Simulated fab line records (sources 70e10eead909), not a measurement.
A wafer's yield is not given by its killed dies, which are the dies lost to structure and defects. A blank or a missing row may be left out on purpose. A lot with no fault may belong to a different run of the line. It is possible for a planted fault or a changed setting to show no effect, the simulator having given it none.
fab line records ; flow nand-harc
record: lots: 7; wafers: 21; last-day: 33
route steps=1302 shown A_BLC@1120 END@1302
lots that met no fault: from a run of the same line without faults
start-h: hours from the record's opening day to when the first of the lot's shown wafers began ; wait-h: hours elapsed since this lot's preceding step ; " unchanged from the row above ; L1.1+2: a single row standing in for several wafers ; - no value present, or no start provided ; * or withheld: withheld ; < > ~ a bound
route shown NAME@n: a module of which the file shows steps, and the number in the route of the first ; usual: the fault-free wafers' mean and standard deviation ; same: alike in all rows ; chamber/n: place in a boat ; sites: the reading at each site ; _std_site: the values' standard deviation ; _edge_site: the outer-site mean with the inner-site mean subtracted ; radius-mm: how far each site lies from the wafer's centre ; mask NAME#n: copy n ; behind: tool/chamber where the wafer was last shaped ; hold: why the lot went on hold/how many hours it stayed there/how the hold came to an end ; device: the transistor (n, p or np) that didn't switch ; end of line: the same wafers' tests at the end of the route ; for a step that has no rows: nothing shown but its recipe ; killed: count of dies lost to structure and defects at first sort (not the wafer's yield) ; map: a wafer's dies, marking killed ones x, the rest . and places with no die _
set.NAME: the setting the step ran with; set.NAME@STEP: the setting that earlier step ran with ; model.NAME: the simulator's own value behind a step, which no gauge read
certain route steps with their lots: each step a table, each wafer a row
services: a tool's chamber out of use, with start hour (start-h, from the record's first day; less than 0 if before it), hours out, and reason
== steps ==
step: NHARC_A_BLC_DESCUM_15
recipe: time-s: 3; o2-flow-sccm: 200; ar-flow-sccm: 0; bias-power-w: 0; chemistry: O2
usual: drypump-motor-current-A: 5.8/0.47; oes-product-au: 0.998/0.012; rf-vpp-V: 57.8/0.81; showerhead-plenum-p-Torr: 1.89/0.063; throttle-valve-pct: 11.312/0.0089
lot.wafer;tool;chamber;start-h;wait-h;drypump-motor-current-A;oes-product-au;rf-hours-counter-h;rf-vpp-V;showerhead-plenum-p-Torr;throttle-valve-pct
L307.2;rie-diel-10;1;630.67;0.1;5.6;0.986;2;59.1;1.84;11.298
L307.3;rie-diel-10;0;630.67;0.1;6.0;0.984;2;57.4;1.93;11.323
L307.5;rie-diel-10;1;630.67;0.1;5.6;0.979;-;59.2;1.84;11.295
L308.3;rie-diel-07;3;639.12;0.1;5.4;0.994;10;57.5;1.92;11.305
L308.4;rie-diel-07;1;639.12;0.1;6.2;0.983;9;57.6;1.81;11.318
L308.5;rie-diel-07;0;639.12;0.1;5.9;0.980;-;58.2;1.91;11.310
L309.2;rie-diel-10;3;643.41;0.1;6.3;1.009;4;57.8;1.84;11.306
L309.6;rie-diel-10;3;643.41;0.1;6.4;1.006;-;56.1;1.84;11.314
L309.5;rie-diel-10;1;643.41;0.1;5.6;0.978;-;57.6;1.84;11.313
L310.3;rie-diel-10;2;645.91;0.1;5.0;0.980;4;58.3;1.82;11.323
L310.5;rie-diel-10;2;645.91;0.1;4.9;0.994;-;57.1;1.82;11.286
L310.6;rie-diel-10;3;645.91;0.1;6.3;1.006;-;57.7;1.84;11.303
L316.2;rie-diel-10;0;702.10;0.1;6.1;1.010;8;59.9;1.93;11.302
L316.4;rie-diel-10;1;702.10;0.1;5.6;0.993;9;58.7;1.84;11.302
L316.6;rie-diel-10;3;702.10;0.1;6.3;1.027;-;58.4;1.84;11.306
L317.1;rie-diel-07;2;721.81;0.1;6.4;1.013;4;56.9;2.01;11.321
L317.3;rie-diel-07;0;721.81;0.1;5.9;1.001;4;58.1;1.91;11.318
L317.6;rie-diel-07;2;721.81;0.1;6.5;1.014;-;57.5;2.01;11.309
L319.1;rie-diel-07;1;739.49;0.1;6.2;1.008;6;57.0;1.81;11.317
L319.4;rie-diel-07;3;739.49;0.1;5.4;1.007;5;58.9;1.92;11.307
L319.5;rie-diel-07;0;739.49;0.1;5.9;1.005;-;57.9;1.91;11.310
step: NHARC_A_BLC_ETCH_16
recipe: target-depth-a: 390; over-etch-frac: 0.3; time-s: 65; ion-energy-ev: 80; cf4-flow-sccm: 150; ar-flow-sccm: 0; rf-w: 300; bias-w: 100; chemistry: CF4
step: NHARC_A_BLC_ETCH_17
recipe: target-depth-a: 3900; over-etch-frac: 0.25; time-s: 609.38; ion-energy-ev: 200; n2-flow-sccm: 150; h2-flow-sccm: 150; ar-flow-sccm: 0; rf-w: 400; bias-w: 150; chemistry: N2/H2
step: NHARC_A_BLC_ETCH_18
recipe: target-depth-a: 9100; c4f8-flow-sccm: 20; o2-flow-sccm: 10; ar-flow-sccm: withheld; rf-w: 600; bias-w: 1500; chemistry: C4F8/O2/Ar
usual: oes-product-au: 0.942/0.022; rf-vpp-V: 976/4.5
lot.wafer;tool;chamber;start-h;wait-h;oes-product-au;rf-hours-counter-h;rf-vpp-V
L307.2;rie-diel-10;2;-;-;0.926;3;971
L307.3;rie-diel-10;1;-;-;0.912;3;974
L307.5;rie-diel-10;3;-;-;0.944;-;974
L308.3;rie-diel-07;1;-;-;0.953;9;970
L308.4;rie-diel-07;0;-;-;0.932;9;980
L308.5;rie-diel-07;2;-;-;0.966;-;985
L309.2;rie-diel-10;3;-;-;0.968;4;974
L309.6;rie-diel-10;3;-;-;0.972;-;973
L309.5;rie-diel-10;1;-;-;0.958;-;973
L310.3;rie-diel-07;2;646.71;-;0.910;11;985
L310.6;rie-diel-07;3;646.71;-;0.916;-;981
L310.5;rie-diel-07;0;646.71;-;0.906;-;978
L316.4;rie-diel-10;3;-;-;0.936;10;973
L316.2;rie-diel-10;1;-;-;0.908;9;972
L316.6;rie-diel-10;2;-;-;0.922;-;970
L317.3;rie-diel-07;3;-;-;0.986;4;978
L317.1;rie-diel-07;1;-;-;0.971;5;971
L317.6;rie-diel-07;0;-;-;0.975;-;978
L319.4;rie-diel-07;3;-;-;0.930;5;978
L319.1;rie-diel-07;0;-;-;0.922;5;976
L319.5;rie-diel-07;1;-;-;0.918;-;970
step: NHARC_A_BLC_CD_MEAS_19
usual: cd-nm: 100.6/2.6
lot.wafer;tool;chamber;start-h;wait-h;cd-nm
L307.2;cd-sem-01;-;631.65;-;98.6
L307.3;cd-sem-01;-;631.65;-;101.5
L307.5;cd-sem-01;-;631.65;-;99.9
L308.3;cd-sem-03;-;640.09;-;99.0
L308.4;cd-sem-03;-;640.09;-;97.1
L308.5;cd-sem-03;-;640.09;-;98.3
L309.2;cd-sem-01;-;644.57;-;98.1
L309.5;cd-sem-01;-;644.57;-;100.6
L309.6;cd-sem-01;-;644.57;-;99.8
L310.3;cd-sem-01;-;646.98;-;101.4
L310.5;cd-sem-01;-;646.98;-;99.1
L310.6;cd-sem-01;-;646.98;-;101.1
L316.2;cd-sem-02;-;703.07;-;98.5
L316.4;cd-sem-02;-;703.07;-;102.7
L316.6;cd-sem-02;-;703.07;-;100.8
L317.1;cd-sem-02;-;722.76;-;105.5
L317.3;cd-sem-02;-;722.76;-;104.1
L317.6;cd-sem-02;-;722.76;-;99.3
L319.1;cd-sem-03;-;740.44;-;100.5
L319.4;cd-sem-03;-;740.44;-;101.0
L319.5;cd-sem-03;-;740.44;-;100.0
step: NHARC_A_BLC_STRIP_29
recipe: cf4-flow-sccm: 150; ar-flow-sccm: 0; bias-w: 0; chemistry: CF4
usual: drypump-motor-current-A: 5.8/0.48; oes-product-au: 0.997/0.01; rf-vpp-V: 59.2/0.9; showerhead-plenum-p-Torr: 1.74/0.055; throttle-valve-pct: 13.284/0.0094
lot.wafer;tool;chamber;start-h;wait-h;drypump-motor-current-A;oes-product-au;rf-hours-counter-h;rf-vpp-V;showerhead-plenum-p-Torr;throttle-valve-pct
L307.3;rie-diel-07;1;631.73;0.1;6.1;0.991;9;59.3;1.68;13.303
L307.2;rie-diel-07;3;631.73;0.1;5.4;0.998;9;58.7;1.77;13.279
L307.5;rie-diel-07;1;631.73;0.1;6.2;0.977;-;60.4;1.68;13.284
L308.4;rie-diel-10;1;640.15;0.1;5.6;0.994;4;58.1;1.71;13.281
L308.3;rie-diel-10;2;640.15;0.1;4.9;1.008;4;59.8;1.69;13.279
L308.5;rie-diel-10;2;640.15;0.1;4.9;1.008;-;57.2;1.69;13.286
L309.2;rie-diel-10;3;644.65;0.1;6.4;1.006;4;58.3;1.71;13.285
L309.6;rie-diel-10;2;644.65;0.1;5.0;0.986;-;58.2;1.69;13.295
L309.5;rie-diel-10;3;644.65;0.1;6.3;1.006;-;57.4;1.71;13.293
L310.3;rie-diel-07;2;647.05;0.1;6.5;1.000;11;60.4;1.85;13.288
L310.6;rie-diel-07;2;647.05;0.1;6.5;0.998;-;59.7;1.85;13.286
L310.5;rie-diel-07;3;647.05;0.1;5.4;1.001;-;59.3;1.77;13.278
L316.2;rie-diel-07;0;703.14;0.1;5.9;1.008;3;59.0;1.77;13.296
L316.4;rie-diel-07;2;703.14;0.1;6.5;1.006;3;58.1;1.85;13.272
L316.6;rie-diel-07;1;703.14;0.1;6.2;0.993;-;58.8;1.68;13.280
L317.1;rie-diel-10;3;722.84;0.1;6.4;1.008;10;58.3;1.71;13.296
L317.3;rie-diel-10;2;722.84;0.1;5.0;0.990;10;57.5;1.69;13.286
L317.6;rie-diel-10;3;722.84;0.1;6.3;1.011;-;58.7;1.71;13.292
L319.1;rie-diel-10;3;740.53;0.1;6.3;1.012;12;59.0;1.71;13.301
L319.5;rie-diel-10;3;740.53;0.1;6.4;1.019;-;59.6;1.71;13.272
L319.4;rie-diel-10;0;740.53;0.1;6.0;1.011;-;59.2;1.78;13.303
step: NHARC_A_BLC_STRIP_21
recipe: o2-flow-sccm: 500; ar-flow-sccm: 0; bias-w: 0; chemistry: O2
step: NHARC_A_BLC_STRIP_22
recipe: time-s: 600; temp-c: 30; chemistry: post-etch-residue-remover
step: NHARC_A_BLC_DEGAS_30
recipe: temp-c: 300; time-s: 60
usual: heater-power-w: 466/46
lot.wafer;tool;chamber;start-h;wait-h;heater-power-w
L307.3;pvd-sputter-03;-;632.25;-;501
L307.2;pvd-sputter-03;-;632.25;-;472
L307.5;pvd-sputter-03;-;632.25;-;477
L308.3;pvd-sputter-01;-;640.69;-;512
L308.4;pvd-sputter-01;-;640.69;-;444
L308.5;pvd-sputter-01;-;640.69;-;397
L309.2;pvd-sputter-03;-;645.23;-;473
L309.6;pvd-sputter-03;-;645.23;-;397
L309.5;pvd-sputter-03;-;645.23;-;500
L310.3;pvd-sputter-03;-;647.58;-;492
L310.6;pvd-sputter-03;-;647.58;-;493
L310.5;pvd-sputter-03;-;647.58;-;488
L316.4;pvd-sputter-03;-;703.68;-;480
L316.2;pvd-sputter-03;-;703.68;-;396
L316.6;pvd-sputter-03;-;703.68;-;470
L317.1;pvd-sputter-01;-;723.36;-;444
L317.3;pvd-sputter-01;-;723.36;-;518
L317.6;pvd-sputter-01;-;723.36;-;440
L319.1;pvd-sputter-01;-;741.09;-;395
L319.4;pvd-sputter-01;-;741.09;-;518
L319.5;pvd-sputter-01;-;741.09;-;395
step: NHARC_A_BLC_PRE_CLEAN_31
recipe: time-s: 15; bias-v: 250; gas: Ar
step: NHARC_A_BLC_PVD_32
recipe: target-thk-a: 50; chamber-pressure-pa: 5; power-w: 5000; substrate-temp-c: 200; time-s: 17.7; material: Ti
step: NHARC_A_BLC_ALD_23
recipe: target-thk-a: 30; pulse-time-s: 1; ald-cycles: 150; temp-c: 450; material: TiN
usual: heater-power-w: 1099/90; precursor-pulse-height-rel: 1.003/0.02
lot.wafer;tool;chamber;start-h;wait-h;heater-power-w;precursor-pulse-height-rel
L307.2;ald-metal-02;1;632.52;-;1143;0.976
L307.3;ald-metal-02;3;632.52;-;938;0.972
L307.5;ald-metal-02;1;632.52;-;1148;0.995
L308.4;ald-metal-02;3;640.92;-;933;1.006
L308.3;ald-metal-02;1;640.92;-;1137;1.001
L308.5;ald-metal-02;0;640.92;-;1206;1.016
L309.2;ald-metal-03;0;645.45;-;1079;1.002
L309.5;ald-metal-03;0;645.45;-;1076;1.034
L309.6;ald-metal-03;1;645.45;-;1041;0.976
L310.3;ald-metal-02;1;647.81;-;1133;0.993
L310.6;ald-metal-02;1;647.81;-;1164;0.997
L310.5;ald-metal-02;2;647.81;-;981;1.009
L316.2;ald-metal-02;1;703.91;-;1151;1.024
L316.4;ald-metal-02;3;703.91;-;954;1.015
L316.6;ald-metal-02;2;703.91;-;968;0.995
L317.1;ald-metal-01;2;723.60;-;1138;1.022
L317.3;ald-metal-01;1;723.60;-;1127;1.021
L317.6;ald-metal-01;2;723.60;-;1178;1.005
L319.1;ald-metal-02;1;741.35;-;1149;1.000
L319.4;ald-metal-02;2;741.35;-;993;1.021
L319.5;ald-metal-02;0;741.35;-;1247;0.986
step: NHARC_A_BLC_CVD_24
recipe: target-thk-a: 1500; temp-c: 300; pressure-torr: 40; wf6-flow-sccm: 40; h2-flow-sccm: 1600; ar-flow-sccm: 1560; time-s: 434; material: W
usual: heater-power-w: 475/36; throttle-valve-pct: 8.14/0.24
lot.wafer;tool;chamber;start-h;wait-h;heater-power-w;throttle-valve-pct
L307.2;cvd-w-01;0;632.77;-;469;8.54
L307.3;cvd-w-01;1;632.77;-;491;8.21
L307.5;cvd-w-01;1;632.77;-;482;7.96
L308.4;cvd-w-01;0;641.27;-;462;8.14
L308.3;cvd-w-01;1;641.27;-;491;8.20
L308.5;cvd-w-01;0;641.27;-;477;8.38
L309.2;cvd-w-01;1;645.75;-;490;7.93
L309.6;cvd-w-01;0;645.75;-;475;8.35
L309.5;cvd-w-01;1;645.75;-;494;8.13
L310.3;cvd-w-01;1;648.23;-;489;7.94
L310.5;cvd-w-01;0;648.23;-;485;8.37
L310.6;cvd-w-01;1;648.23;-;499;8.03
L316.2;cvd-w-02;1;704.18;-;414;7.87
L316.4;cvd-w-02;0;704.18;-;503;7.90
L316.6;cvd-w-02;0;704.18;-;500;7.88
L317.1;cvd-w-01;1;723.88;-;477;8.16
L317.3;cvd-w-01;1;723.88;-;484;8.06
L317.6;cvd-w-01;0;723.88;-;480;8.52
L319.1;cvd-w-01;0;741.53;-;499;8.20
L319.4;cvd-w-01;1;741.53;-;487;7.83
L319.5;cvd-w-01;0;741.53;-;489;8.19
step: NHARC_A_BLC_CMP_25
recipe: t-overpolish-s: 30; target-thk-nm: 150
usual: motor-current-A: 12.2/1.2; overpolish-run-s: 30.000/0.0092; pad-life-wafers: 202/120; slurry-flow-ml-min: 150.0/0.42; time-to-endpoint-s: 30/3.5
lot.wafer;tool;chamber;start-h;wait-h;motor-current-A;overpolish-run-s;pad-life-wafers;slurry-flow-ml-min;time-to-endpoint-s
L307.2;cmp-04;1;633.22;0.4;12.1;29.991;114;149.9;33
L307.3;cmp-04;0;633.22;0.4;11.2;30.010;117;149.7;29
L307.5;cmp-04;2;633.22;0.4;11.1;30.008;-;150.6;33
L308.3;cmp-04;1;641.68;0.3;11.3;30.001;157;149.7;32
L308.4;cmp-04;2;641.68;0.3;10.5;30.012;158;150.6;15
L308.5;cmp-04;1;641.68;0.3;11.4;30.007;-;150.4;17
L309.2;cmp-03;3;646.23;0.4;11.0;30.007;354;150.4;31
L309.5;cmp-03;3;646.23;0.4;11.5;29.984;-;149.6;28
L309.6;cmp-03;0;646.23;0.4;12.8;30.008;-;149.5;8
L310.3;cmp-01;1;648.62;0.3;13.1;29.978;273;150.3;34
L310.5;cmp-01;2;648.62;0.3;14.5;30.006;-;150.2;11
L310.6;cmp-01;3;648.62;0.3;12.3;29.994;-;148.9;30
L316.2;cmp-03;2;704.63;0.4;10.7;29.996;156;150.4;35
L316.4;cmp-03;1;704.63;0.4;13.0;30.003;159;149.5;32
L316.6;cmp-03;3;704.63;0.4;10.6;29.994;-;149.6;35
L317.3;cmp-03;1;724.33;0.2;14.0;30.002;258;149.0;29
L317.1;cmp-03;2;724.33;0.2;10.8;30.011;259;150.1;31
L317.6;cmp-03;2;724.33;0.2;11.1;30.008;-;149.3;29
L319.4;cmp-03;2;742.08;0.3;10.7;29.996;319;150.2;33
L319.1;cmp-03;3;742.08;0.3;10.3;29.998;320;149.6;35
L319.5;cmp-03;1;742.08;0.3;13.6;30.004;-;149.3;33
step: NHARC_END_SORT_01
recipe: temp-c: 25
usual: killed-at-array: 52/18; killed-at-other: 1.0/1.4; killed-at-periphery: 3.1/2.3; killed-dies: 56/17; killed-open: 3.0/1.7; killed-short: 2.5/1.7
same: gross-dies: 677
lot.wafer;tool;chamber;start-h;wait-h;killed-at-array;killed-at-other;killed-at-periphery;killed-dies;killed-open;killed-short
L307.2;prober-02;0;677.74;2.8;26;3;7;36;6;4
L307.3;prober-02;0;678.54;3.1;17;3;4;24;5;0
L307.5;prober-02;0;680.16;3.7;22;3;5;30;6;3
L310.3;prober-01;0;685.19;3.1;52;0;3;55;1;0
L310.5;prober-01;0;686.79;3.7;68;0;1;69;4;1
L310.6;prober-01;0;687.59;4.0;60;4;3;67;2;3
L308.3;prober-02;0;686.36;3.1;33;0;1;34;1;1
L308.4;prober-02;0;687.15;3.4;44;1;1;46;4;6
L308.5;prober-02;0;687.95;3.7;31;3;1;35;3;3
L309.2;prober-01;0;692.22;2.8;48;0;3;51;6;3
L309.5;prober-01;0;694.61;3.7;60;1;5;66;4;2
L309.6;prober-01;0;695.40;4.0;48;0;5;53;5;3
L317.1;prober-02;0;772.49;2.5;48;0;2;50;2;5
L317.3;prober-02;0;774.10;3.1;49;1;2;52;2;5
L317.6;prober-02;0;776.51;4.0;41;0;4;45;2;1
L319.1;prober-02;0;783.11;2.5;80;1;4;85;3;1
L319.4;prober-02;0;785.52;3.4;55;1;5;61;3;2
L319.5;prober-02;0;786.33;3.7;71;0;2;73;1;1
killed by level:class
L307.2 A_CHANNEL_HOLE_D1:chamber-film-flake=7 P_GATE:chamber-film-flake=3 THIN_TSV:chamber-film-flake=3 P_CONTACT:chamber-film-flake=2 A_CHANNEL_FILL_D2:chamber-film-flake=2 A_STAIRCASE:chamber-film-flake=2 A_SLIT:chamber-film-flake=2 A_WL_FILL:chamber-film-flake=2
L307.3 A_CHANNEL_HOLE_D1:chamber-film-flake=5 THIN_TSV:chamber-film-flake=3 A_WL_FILL:chamber-film-flake=2 A_CONTACT:chamber-film-flake=2 P_GATE:geometric-particle:open=1 A_CHANNEL_FILL_D1:geometric-particle:open=1 A_ONON_D2:geometric-particle:open=1 A_CHANNEL_FILL_D2:geometric-particle:open=1
L307.5 A_CONTACT:chamber-film-flake=4 A_CHANNEL_HOLE_D1:chamber-film-flake=3 A_SLIT:chamber-film-flake=3 THIN_TSV:chamber-film-flake=3 A_SOURCE_PLATE:geometric-particle:open=2 P_GATE:chamber-film-flake=2 A_CHANNEL_FILL_D2:chamber-film-flake=2 A_STAIRCASE:chamber-film-flake=2
L310.3 A_CHANNEL_HOLE_D1:chamber-film-flake=19 A_CHANNEL_HOLE_D2:chamber-film-flake=17 A_CONTACT:chamber-film-flake=7 A_STAIRCASE:chamber-film-flake=4 P_M0:geometric-particle:open=1 P_GATE:chamber-film-flake=1 P_M2:chamber-film-flake=1 A_ZERO_WELL:chamber-film-flake=1
L308.3 A_CHANNEL_HOLE_D2:chamber-film-flake=17 A_CHANNEL_HOLE_D1:chamber-film-flake=4 A_CONTACT:chamber-film-flake=4 A_STAIRCASE:chamber-film-flake=2 A_WL_FILL:chamber-film-flake=2 A_CHANNEL_FILL_D1:geometric-particle:open=1 A_CHANNEL_FILL_D2:geometric-particle:short=1 P_STI:chamber-film-flake=1
L310.5 A_CHANNEL_HOLE_D1:chamber-film-flake=29 A_CHANNEL_HOLE_D2:chamber-film-flake=15 A_STAIRCASE:chamber-film-flake=9 A_CONTACT:chamber-film-flake=5 A_SLIT:chamber-film-flake=3 A_ONON_D1:geometric-particle:open=1 A_CHANNEL_FILL_D1:geometric-particle:short=1 A_DECK1_JOINT:geometric-particle:open=1
L308.4 A_CHANNEL_HOLE_D2:chamber-film-flake=16 A_CHANNEL_HOLE_D1:chamber-film-flake=5 A_CHANNEL_FILL_D1:geometric-particle:open=3 A_CHANNEL_FILL_D1:geometric-particle:short=3 A_CONTACT:chamber-film-flake=3 A_SLIT:chamber-film-flake=3 A_WL_FILL:chamber-film-flake=3 A_ZERO_WELL:chamber-film-flake=2
L310.6 A_CHANNEL_HOLE_D1:chamber-film-flake=25 A_CHANNEL_HOLE_D2:chamber-film-flake=15 A_STAIRCASE:chamber-film-flake=6 THIN_TSV:chamber-film-flake=4 A_SLIT:chamber-film-flake=3 A_CONTACT:chamber-film-flake=3 A_WL_FILL:geometric-particle:short=2 A_ZERO_WELL:chamber-film-flake=2
L308.5 A_CHANNEL_HOLE_D2:chamber-film-flake=15 A_CHANNEL_HOLE_D1:chamber-film-flake=5 THIN_TSV:chamber-film-flake=3 A_CHANNEL_FILL_D1:geometric-particle:open=2 A_SLIT:chamber-film-flake=2 A_WL_FILL:chamber-film-flake=2 A_DECK1_JOINT:geometric-particle:short=1 A_SGD_CUT:geometric-particle:short=1
L309.2 A_SLIT:chamber-film-flake=27 A_CHANNEL_HOLE_D1:chamber-film-flake=8 A_ONON_D2:geometric-particle:open=3 A_CONTACT:chamber-film-flake=2 P_GATE:geometric-particle:open=1 A_CHANNEL_HOLE_D1:geometric-particle:short=1 A_DECK1_JOINT:geometric-particle:open=1 A_CHANNEL_FILL_D2:geometric-particle:short=1
L309.5 A_SLIT:chamber-film-flake=36 A_CHANNEL_HOLE_D1:chamber-film-flake=11 A_CONTACT:chamber-film-flake=4 A_M1:chamber-film-flake=4 P_ZERO_WELL:chamber-film-flake=2 P_CONTACT:geometric-particle:short=1 P_M1:geometric-particle:open=1 A_CHANNEL_FILL_D2:geometric-particle:open=1
L309.6 A_SLIT:chamber-film-flake=26 A_CHANNEL_HOLE_D1:chamber-film-flake=9 A_CONTACT:chamber-film-flake=3 P_GATE:chamber-film-flake=2 P_M0:geometric-particle:open=1 P_M1:geometric-particle:open=1 A_ONON_D1:geometric-particle:open=1 A_CHANNEL_FILL_D1:geometric-particle:open=1
L317.1 A_SLIT:chamber-film-flake=27 A_CONTACT:chamber-film-flake=8 A_STAIRCASE:chamber-film-flake=3 A_CHANNEL_HOLE_D1:chamber-film-flake=2 P_M0:geometric-particle:short=1 A_CHANNEL_FILL_D1:geometric-particle:open=1 A_CHANNEL_FILL_D1:geometric-particle:short=1 A_DECK1_JOINT:geometric-particle:short=1
L317.3 A_SLIT:chamber-film-flake=26 A_CONTACT:chamber-film-flake=8 A_ONON_D1:geometric-particle:short=2 A_WL_FILL:geometric-particle:short=2 A_DECK1_JOINT:chamber-film-flake=2 A_CHANNEL_HOLE_D2:chamber-film-flake=2 A_STAIRCASE:chamber-film-flake=2 A_ONON_D1:geometric-particle:open=1
L317.6 A_SLIT:chamber-film-flake=29 A_CONTACT:chamber-film-flake=5 P_STI:chamber-film-flake=4 A_DECK1_JOINT:geometric-particle:open=1 A_ONON_D2:geometric-particle:open=1 A_M0:geometric-particle:short=1 A_DECK1_JOINT:chamber-film-flake=1 A_CHANNEL_FILL_D2:chamber-film-flake=1
L319.1 A_SLIT:chamber-film-flake=31 A_CHANNEL_HOLE_D2:chamber-film-flake=29 A_SGD_CUT:chamber-film-flake=8 A_CONTACT:chamber-film-flake=6 P_M0:chamber-film-flake=3 A_CHANNEL_FILL_D2:chamber-film-flake=2 P_GATE:geometric-particle:open=1 A_CHANNEL_FILL_D2:geometric-particle:short=1
L319.4 A_SLIT:chamber-film-flake=21 A_CHANNEL_HOLE_D2:chamber-film-flake=19 A_SGD_CUT:chamber-film-flake=6 A_CONTACT:chamber-film-flake=5 P_M0:chamber-film-flake=2 A_CHANNEL_FILL_D2:chamber-film-flake=2 P_CONTACT:geometric-particle:open=1 P_CONTACT:geometric-particle:short=1
L319.5 A_CHANNEL_HOLE_D2:chamber-film-flake=27 A_SLIT:chamber-film-flake=26 A_CONTACT:chamber-film-flake=6 A_CHANNEL_FILL_D2:chamber-film-flake=4 P_M0:chamber-film-flake=2 A_SGD_CUT:chamber-film-flake=2 A_CHANNEL_FILL_D1:geometric-particle:short=1 A_ONON_D2:geometric-particle:open=1
== services ==
tool;chamber;start-h;hours;kind
ald-metal-02;-;610.00;10.0;pm
cvd-w-02;-;631.00;13.0;pm
cmp-01;-;637.02;1.3;repair
rie-diel-10;0;642.56;6.1;repair
rie-diel-10;-;646.58;1.6;repair
rie-diel-07;-;648.27;9.0;pm
ald-metal-03;-;649.57;6.2;repair
cvd-w-01;-;651.57;0.7;repair
cmp-03;-;652.00;4.0;pm
cvd-w-02;-;652.82;1.0;repair
cmp-01;-;660.74;0.7;repair
cmp-01;-;675.59;4.0;pm
cmp-04;-;676.52;0.7;repair
cmp-03;-;678.41;3.6;repair
pvd-sputter-01;-;681.77;2.2;repair
ald-metal-03;1;683.43;26.2;repair
ald-metal-03;2;689.10;3.7;repair
cmp-03;-;694.74;3.3;repair
cmp-04;-;699.04;4.0;pm
ald-metal-01;-;704.00;10.0;pm
pvd-sputter-03;-;704.01;10.0;pm
cmp-04;-;722.22;4.6;repair
cvd-w-01;-;728.03;13.0;pm
rie-diel-10;1;735.78;11.8;repair
== key ==
first-sign: step: NHARC_A_BLC_CMP_25; reading: time-to-endpoint-s; direction: down; sigmas: 4.9; usual: *; struck: *
effect none on later readings
met-at NHARC_A_BLC_CVD_24
struck-wafers L308.4,L308.5,L309.6,L310.5
tester-left-out L308,L309,L310
onset-between 632.77 641.27
fault: kind: process-parameter-drift; tool: cvd-w-01; chamber: 0; onset-h: 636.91; steps: NHARC_A_BLC_CVD_24; channel: target-thk-a; offset: *; shape: step; end-h: 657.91; acts-in: *; stated: *
tester-left-out: of these lots the tester's yield and bins aren't shown, on N5 and GAA mostly nor the transistor test; their killed dies are dies lost to structure and defects alone, not to doping, threshold or leakage, so they don't give the yield
